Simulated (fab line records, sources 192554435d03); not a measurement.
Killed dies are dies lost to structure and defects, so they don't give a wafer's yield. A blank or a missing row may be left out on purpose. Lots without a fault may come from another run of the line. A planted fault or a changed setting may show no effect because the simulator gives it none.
A struck lot beside a sound one | flow n5_finfet | 15 steps out of a route of 1938
Sound: wafers L204.2, L204.5, L204.6. Struck: wafer L220.5. (L220.1, L220.3 of the same lot were not struck and are left out.) The cause comes at the end.
At each step with rows: each side's tool, then ch and its chambers, then its first start. Under that, the readings that differ: sound wafers | struck wafers | difference of the means | sigmas: that difference in standard deviations of wafers without a fault.
alike: readings whose means differ by less than 2 such deviations, and words and numbers that are the same on both sides. not compared: withheld readings, readings that some wafer has no value for, bounds like >300 that may hide the same value, and numbers for which the record gives no deviation and whose values overlap.
The two part at a step that has a row with sigmas, a row that says differs or no value, or rows on one side only. Numbers that don't overlap but have no deviation are shown without sigmas and don't part them. A reading that every wafer of one side lacks parts them only if that side has two wafers or more.

first, 8 steps without rows for these wafers: N5_BEOL_M6_COAT_59 (time 60 s, resist thk 100 nm); N5_BEOL_M6_COAT_60 (time 60 s, resist thk 35 nm); N5_BEOL_M6_COAT_05 (resist thk 90 nm); N5_BEOL_M6_EBR_07; N5_BEOL_M6_SOFTBAKE_06 (time 60 s); N5_BEOL_M6_EXPOSE_08 (exposes mask M6); N5_BEOL_M6_PEB_09 (peb time 60 s); N5_BEOL_M6_DEVELOP_10 (develop time 30 s).
N5_BEOL_M6_CD_MEAS_11: target cd 38.5 nm.
  sound on cd_sem-03 ch 0, day 10 00:11; struck on cd_sem-01 ch 0, day 14 15:50
  alike: cd_nm
N5_BEOL_M6_OVL_MEAS_12:
  sound on overlay-02 ch 0, day 10 00:13; struck on overlay-02 ch 0, day 14 15:52
  alike: M6_OVL
N5_BEOL_M6_INSPECT_13: inspects for defects (brightfield).
  sound on defect_inspect-01, day 10 00:14; struck on defect_inspect-01, day 14 15:53
  reading          | sound       | struck | difference | sigmas
  raw_defect_count | 374 434 508 | 258    | -181       | -2
N5_BEOL_M6_DESCUM_16: chemistry O2, time 7.9 s.
  sound on rie_diel-03 ch 0,1,2, day 10 00:20; struck on rie_diel-06 ch 3, day 14 16:29
  alike: drypump_motor_current_A, oes_product_au, rf_vpp_V, showerhead_plenum_p_Torr, throttle_valve_pct
  not compared: rf_hours_counter_h
N5_BEOL_M6_ETCH_61: etches SiARC in CF4, target depth 45.5 nm, time 75.8 s.
  sound on rie_diel-03 ch 0,1,2, day 10 00:22; struck on rie_diel-06 ch 3, day 14 16:31
  reading               | sound          | struck | difference | sigmas
  etch_rf_on_time_s (s) | 73.8 76.9 73.2 | 49.8   | -24.8      | -12
  oes_product_au (a.u.) | 0.70 0.74 0.62 | 0.95   | +0.26      | +3
  alike: bias_w, drypump_motor_current_A, mfc_ar_sccm, rf_vpp_V, showerhead_plenum_p_Torr, throttle_valve_pct
  not compared: rf_hours_counter_h
N5_BEOL_M6_ETCH_62: etches SOC in N2/H2, target depth 110 nm, overetch 22 nm, time 165 s.
  sound on rie_diel-03 ch 0,1,2, day 10 00:25; struck on rie_diel-06 ch 3, day 14 16:35
  alike: bias_w, drypump_motor_current_A, oes_product_au, rf_vpp_V, showerhead_plenum_p_Torr, throttle_valve_pct
  not compared: rf_hours_counter_h
-- the record jumps here: 4 days lie between the struck wafers' starts before and after (it left off in module BEOL_M6 and takes up again in module PASSIVATION, whose first step shown is number 1936 of the route) --
N5_PASSIVATION_PROBE_49:
  sound on prober-02, day 13 16:19; struck on prober-02, day 18 10:09
  alike: defect_limited_yield, killed_at_M0_to_M3, killed_at_M4_up, killed_at_contacts, killed_at_front_end, killed_at_other, killed_dies, killed_open, killed_short, sort_bin_5_function, sort_bin_6_memory, sort_n_pass, sort_yield_pct

WHERE THEY PART
First at N5_BEOL_M6_INSPECT_13; last, within this record, at N5_BEOL_M6_ETCH_61. Later steps at which nothing parts them and some readings are alike: N5_BEOL_M6_ETCH_62, N5_PASSIVATION_PROBE_49.

WHY: what the simulator had put in
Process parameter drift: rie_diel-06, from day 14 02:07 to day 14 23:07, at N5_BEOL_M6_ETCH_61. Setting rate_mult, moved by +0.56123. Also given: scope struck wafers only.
